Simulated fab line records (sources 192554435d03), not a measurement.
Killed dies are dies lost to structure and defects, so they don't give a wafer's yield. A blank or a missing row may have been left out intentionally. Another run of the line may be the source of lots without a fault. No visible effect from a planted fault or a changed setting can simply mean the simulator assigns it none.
Chamber matching | flow n5Finfet | N5_GATE_CUT_DESCUM_18 on rieDiel-02 has 4 sister chambers
The step chemistry O2, time 7 s. 8 wafers are shown with their chamber, then 8 later ones without.

## WAFERS WITH THEIR CHAMBER
wafer  | chamber | showerheadPlenumPTorr (Torr) | drypumpMotorCurrentA (A)
L085.3 | 0       | 1.97                         | 6.6
L085.6 | 0       | 1.97                         | 6.5
L086.3 | 3       | 2.15                         | 5.9
L086.6 | 1       | 2.09                         | 5.9
L089.2 | 2       | 2.14                         | 5.2
L089.3 | 1       | 2.09                         | 5.9
L089.4 | 3       | 2.15                         | 5.9
L091.3 | 2       | 2.13                         | 5.2

## WAFERS WITHOUT THEIR CHAMBER
wafer  | showerheadPlenumPTorr (Torr) | drypumpMotorCurrentA (A)
L091.5 | 1.96                         | 6.5
L091.6 | 2.13                         | 5.2
L093.1 | 2.09                         | 5.9
L093.2 | 2.15                         | 5.9
L093.4 | 2.13                         | 5.2
L095.2 | 2.13                         | 5.3
L095.3 | 2.09                         | 5.9
L095.4 | 1.96                         | 6.6

## WHICH CHAMBER EACH WENT THROUGH
wafer  | from the rows above | in truth
L091.5 | 0                   | 0
L091.6 | 2                   | 2
L093.1 | 1                   | 1
L093.2 | 3                   | 3
L093.4 | 2                   | 2
L095.2 | 2                   | 2
L095.3 | 1                   | 1
L095.4 | 0                   | 0
Correct placement for 8 of the 8. Left unplaced by these rows: 0. Wrongly placed: 0.
How it was worked out, from the rows above alone: a wafer's distance from a chamber is the root of the sum, over the readings, of the square of ((its reading less the chamber's mean) divided by the reading's scatter). The wafer belongs to the nearest chamber; if the next one is less than 2 further off, it can't be placed. A chamber's mean is the mean of its shown wafers. The scatter: take each reading less its chamber's mean, square it, sum over the shown wafers, divide by the number of wafers less the number of chambers, and take the root.
